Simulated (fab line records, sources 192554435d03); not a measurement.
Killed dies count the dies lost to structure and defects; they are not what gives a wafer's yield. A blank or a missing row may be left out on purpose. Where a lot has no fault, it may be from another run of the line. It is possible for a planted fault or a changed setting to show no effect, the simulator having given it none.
The tool behind it: which one? + flow n5-finfet + 9 lots, 26 wafers sampled, at 6 steps of a route of 1938

## WHAT THE GAUGES SHOWED, per wafer
N5_DUMMY_GATE_INSPECT_27: inspects for defects (brightfield).
| lot  | measured    | on                | raw-defect-count |
|------|-------------|-------------------|------------------|
| L318 | day 3 04:49 | defect-inspect-02 | 359 292 278      |
| L319 | day 3 11:55 | defect-inspect-02 | 273 209 231      |
| L321 | day 3 23:42 | defect-inspect-01 | 187 356 347      |
| L324 | day 4 16:53 | defect-inspect-02 | 172 347 436      |
| L333 | day 7 02:49 | defect-inspect-02 | 177 271 362      |
| L335 | day 7 11:55 | defect-inspect-02 | 236 311 531      |
| L336 | day 7 16:17 | defect-inspect-01 | 461 271 300      |
| L338 | day 8 06:14 | defect-inspect-01 | 320 392          |
| L339 | day 8 13:18 | defect-inspect-02 | 359 334 352      |

N5_SD_EPI_N_CD_MEAS_09: the cd target is 120 nm.
| lot  | measured    | on        | cd-nm (nm)        |
|------|-------------|-----------|-------------------|
| L318 | day 3 05:52 | cd-sem-01 | 119.6 119.6 119.1 |
| L319 | day 3 12:48 | cd-sem-03 | 120.1 119.8 120.1 |
| L321 | day 4 00:42 | cd-sem-02 | 109.8 109.8 110.1 |
| L324 | day 4 17:46 | cd-sem-01 | 109.8 109.7 110.5 |
| L333 | day 7 03:50 | cd-sem-02 | 121.5 120.6 121.1 |
| L335 | day 7 15:11 | cd-sem-01 | 120.4 121.5 121.1 |
| L336 | day 7 17:17 | cd-sem-02 | 120.8 120.0 120.0 |
| L338 | day 8 07:06 | cd-sem-03 | 120.5 120.6       |
| L339 | day 8 14:23 | cd-sem-01 | 121.5 120.9 121.2 |

N5_BEOL_M4_RC_MEAS_101.
| lot  | measured     | on        | DIBL_N (mV/V)  | DIBL_P (mV/V)  | IOFF_N (nA/um) | IOFF_P (nA/um) | ION_N (uA/um) | ION_P (uA/um) | SS_N (mV/dec)  | SS_P (mV/dec)  | VT_N (mV)   | VT_P (mV)      |
|------|--------------|-----------|----------------|----------------|----------------|----------------|---------------|---------------|----------------|----------------|-------------|----------------|
| L318 | day 8 08:12  | prober-01 | 37.0 34.9 37.0 | 37.2 34.1 35.9 | 0.18 0.14 0.17 | 0.21 0.16 0.19 | 689 662 683   | 466 451 453   | 71.7 70.4 71.9 | 73.5 72.6 73.4 | 244 251 248 | -254 -255 -254 |
| L319 | day 8 12:54  | prober-01 | 34.9 37.1 34.9 | 36.3 39.6 36.8 | 0.16 0.19 0.16 | 0.17 0.23 0.18 | 684 679 673   | 455 464 457   | 71.6 71.9 71.8 | 73.8 74.0 72.7 | 249 246 249 | -252 -251 -255 |
| L321 | day 8 21:28  | prober-01 | 37.0 38.6 36.6 | 36.2 39.5 36.2 | 0.16 0.19 0.15 | 0.20 0.25 0.20 | 671 691 676   | 458 474 469   | 71.6 71.3 70.8 | 73.5 74.3 73.4 | 247 247 249 | -251 -247 -248 |
| L324 | day 9 19:58  | prober-01 | 36.8 33.8 35.6 | 35.8 32.8 34.7 | 0.16 0.12 0.15 | 0.21 0.16 0.19 | 675 673 670   | 460 459 461   | 71.4 71.0 71.0 | 73.3 72.4 72.5 | 248 251 249 | -249 -254 -248 |
| L333 | day 12 07:37 | prober-01 | 36.3 35.7 38.1 | 36.7 34.7 38.7 | 0.15 0.13 0.18 | 0.20 0.17 0.23 | 667 663 690   | 456 460 463   | 71.2 70.9 71.9 | 72.9 72.3 73.2 | 251 252 249 | -250 -252 -249 |
| L335 | day 12 13:29 | prober-02 | 38.7 35.6 38.0 | 39.5 35.4 37.7 | 0.19 0.13 0.17 | 0.25 0.19 0.22 | 680 669 669   | 469 461 460   | 71.8 71.8 72.6 | 73.7 73.0 73.1 | 247 253 249 | -249 -252 -249 |
| L336 | day 12 10:23 | prober-02 | 37.5 36.0 36.7 | 38.0 36.8 37.7 | 0.20 0.18 0.19 | 0.29 0.27 0.30 | 688 694 692   | 475 482 478   | 72.0 71.0 71.7 | 73.8 73.5 73.9 | 246 246 248 | -242 -243 -241 |
| L338 | day 13 21:04 | prober-02 | 33.1 36.2      | 32.2 36.9      | 0.11 0.17      | 0.17 0.22      | 649 664       | 458 463       | 70.5 72.0      | 72.9 72.4      | 253 251     | -252 -249      |
| L339 | day 14 00:46 | prober-02 | 36.9 38.9 35.3 | 37.0 39.9 35.8 | 0.17 0.21 0.16 | 0.25 0.29 0.22 | 673 687 683   | 465 476 472   | 71.8 72.7 71.2 | 73.1 73.8 72.8 | 247 247 250 | -246 -243 -248 |

## WHICH TOOL RAN EACH LOT (tool, then ch and the chambers of the sampled wafers, then the start)
| lot  | N5_DUMMY_GATE_STRIP_41            | N5_DUMMY_GATE_ETCH_42             | N5_SD_EPI_N_PEB_07               |
|------|-----------------------------------|-----------------------------------|----------------------------------|
| L318 | rie-diel-01 ch 0,2,3, day 3 04:07 | rie-diel-02 ch 1,2,3, day 3 04:34 | litho-track-02 ch 0, day 3 05:48 |
| L319 | rie-diel-06 ch 0,1,2, day 3 11:06 | rie-diel-06 ch 0,1,2, day 3 11:40 | litho-track-02 ch 0, day 3 12:44 |
| L321 | rie-diel-06 ch 0,1,3, day 3 22:52 | rie-diel-01 ch 0,3, day 3 23:28   | litho-track-02 ch 0, day 4 00:38 |
| L324 | rie-diel-01 ch 0,1, day 4 16:11   | rie-diel-06 ch 2,3, day 4 16:39   | litho-track-02 ch 0, day 4 17:41 |
| L333 | rie-diel-01 ch 0,1,3, day 7 02:08 | rie-diel-06 ch 1,3, day 7 02:35   | litho-track-03 ch 0, day 7 03:46 |
| L335 | rie-diel-06 ch 1,2,3, day 7 11:14 | rie-diel-01 ch 0,2, day 7 11:41   | litho-track-01 ch 0, day 7 15:07 |
| L336 | rie-diel-06 ch 0,1,2, day 7 15:36 | rie-diel-01 ch 1,2, day 7 16:03   | litho-track-02 ch 0, day 7 17:14 |
| L338 | rie-diel-02 ch 0,3, day 8 05:32   | rie-diel-02 ch 0,1, day 8 05:59   | litho-track-03 ch 0, day 8 07:02 |
| L339 | rie-diel-02 ch 0,2,3, day 8 12:37 | rie-diel-06 ch 1,2,3, day 8 13:04 | litho-track-03 ch 0, day 8 14:19 |
- N5_DUMMY_GATE_STRIP_41: strips in O2.
- N5_DUMMY_GATE_ETCH_42: etches SiO2 in CHF3/O2, target depth 3.5 nm, time 31 s.
- N5_SD_EPI_N_PEB_07: peb time 60 s.

## AS READ BY THE TOOLS THEMSELVES (means over the sampled wafers that have a number; for cases with no such wafer, the mark the record gives instead)
N5_DUMMY_GATE_STRIP_41.
| lot  | tool        | drypump-motor-current-A (A) | oes-product-au (a.u.) | rf-vpp-V (V) | showerhead-plenum-p-Torr (Torr) | throttle-valve-pct (%) |
|------|-------------|-----------------------------|-----------------------|--------------|---------------------------------|------------------------|
| L318 | rie-diel-01 | 5.6                         | 0.82                  | 3.6          | 2.15                            | 16.60                  |
| L319 | rie-diel-06 | 5.5                         | 0.72                  | 3.3          | 2.12                            | 16.76                  |
| L321 | rie-diel-06 | 5.6                         | 0.79                  | 3.8          | 2.11                            | 16.60                  |
| L324 | rie-diel-01 | 5.7                         | 0.87                  | 4.1          | 2.11                            | 16.76                  |
| L333 | rie-diel-01 | 5.9                         | 0.85                  | 4.1          | 2.14                            | 16.69                  |
| L335 | rie-diel-06 | 5.4                         | 0.78                  | 3.6          | 2.13                            | 16.66                  |
| L336 | rie-diel-06 | 5.5                         | 0.69                  | 3.9          | 2.11                            | 16.82                  |
| L338 | rie-diel-02 | 6.2                         | 0.67                  | 2.8          | 2.02                            | 16.98                  |
| L339 | rie-diel-02 | 6.0                         | 0.69                  | 3.5          | 2.07                            | 16.93                  |

N5_DUMMY_GATE_ETCH_42.
| lot  | tool        | drypump-motor-current-A (A) | oes-product-au (a.u.) | rf-vpp-V (V) | showerhead-plenum-p-Torr (Torr) | throttle-valve-pct (%) |
|------|-------------|-----------------------------|-----------------------|--------------|---------------------------------|------------------------|
| L318 | rie-diel-02 | 5.8                         | 0.75                  | 41.3         | 2.40                            | 18.64                  |
| L319 | rie-diel-06 | 5.5                         | 0.71                  | 42.2         | 2.43                            | 18.86                  |
| L321 | rie-diel-01 | 5.7                         | 0.85                  | 43.3         | 2.50                            | 18.74                  |
| L324 | rie-diel-06 | 5.3                         | 0.81                  | 42.2         | 2.50                            | 18.86                  |
| L333 | rie-diel-06 | 5.5                         | 0.84                  | 43.1         | 2.44                            | 18.60                  |
| L335 | rie-diel-01 | 5.5                         | 0.75                  | 43.4         | 2.42                            | 18.74                  |
| L336 | rie-diel-01 | 6.2                         | 0.84                  | 42.9         | 2.38                            | 18.63                  |
| L338 | rie-diel-02 | 5.6                         | 0.72                  | 42.5         | 2.30                            | 18.91                  |
| L339 | rie-diel-06 | 5.4                         | 0.76                  | 43.2         | 2.45                            | 18.80                  |

N5_SD_EPI_N_PEB_07.
| lot  | tool           | heater-power-total-W (W) | plate-temp-C (C) |
|------|----------------|--------------------------|------------------|
| L318 | litho-track-02 | 174.5                    | 109.94           |
| L319 | litho-track-02 | 176.4                    | 109.93           |
| L321 | litho-track-02 | 167.7                    | 106.36           |
| L324 | litho-track-02 | 166.4                    | 106.56           |
| L333 | litho-track-03 | 175.9                    | 109.87           |
| L335 | litho-track-01 | 176.4                    | 109.89           |
| L336 | litho-track-02 | 175.2                    | 109.92           |
| L338 | litho-track-03 | 175.8                    | 109.75           |
| L339 | litho-track-03 | 175.2                    | 109.84           |

## THE ANSWER, worked out from the rows above alone
Rule: usual is defined by the lots themselves. The widest of any qualifying gaps counts: lots, ordered by their means at a reading, are off when they make up no more than a third of the lots, leave a main group of 4 or more, and stand apart from it by 3 or more times the standard deviation of that group's means. Not used: any main group whose means are identical at the precision the tables above print for the reading. A lot without any number at a reading at which 4 lots or more have one is off too. All remaining lots with rows at the step are treated as sound. Order of review: gauges by route order, followed by the tools' own readings, for which a lot's mean as printed above is used. At the first step where some lot is off, the reading lying furthest off is the one used; lots without a number count as furthest.
Off at N5_SD_EPI_N_CD_MEAS_09 (cd-nm): L321, L324. The main group: mean 120.5 nm, standard deviation 0.6.
If a tool, at a process step before that reading, ran all the lots that are off and no sound lot after the first of them, it fits. Not tried: the gauges at N5_SD_EPI_N_CD_MEAS_09; whatever is off there is also off at N5_SD_EPI_N_PEB_07, on other tools, and gauge error can't account for it. None of those tried fits.

## WHAT WAS PUT IN BY THE SIMULATOR
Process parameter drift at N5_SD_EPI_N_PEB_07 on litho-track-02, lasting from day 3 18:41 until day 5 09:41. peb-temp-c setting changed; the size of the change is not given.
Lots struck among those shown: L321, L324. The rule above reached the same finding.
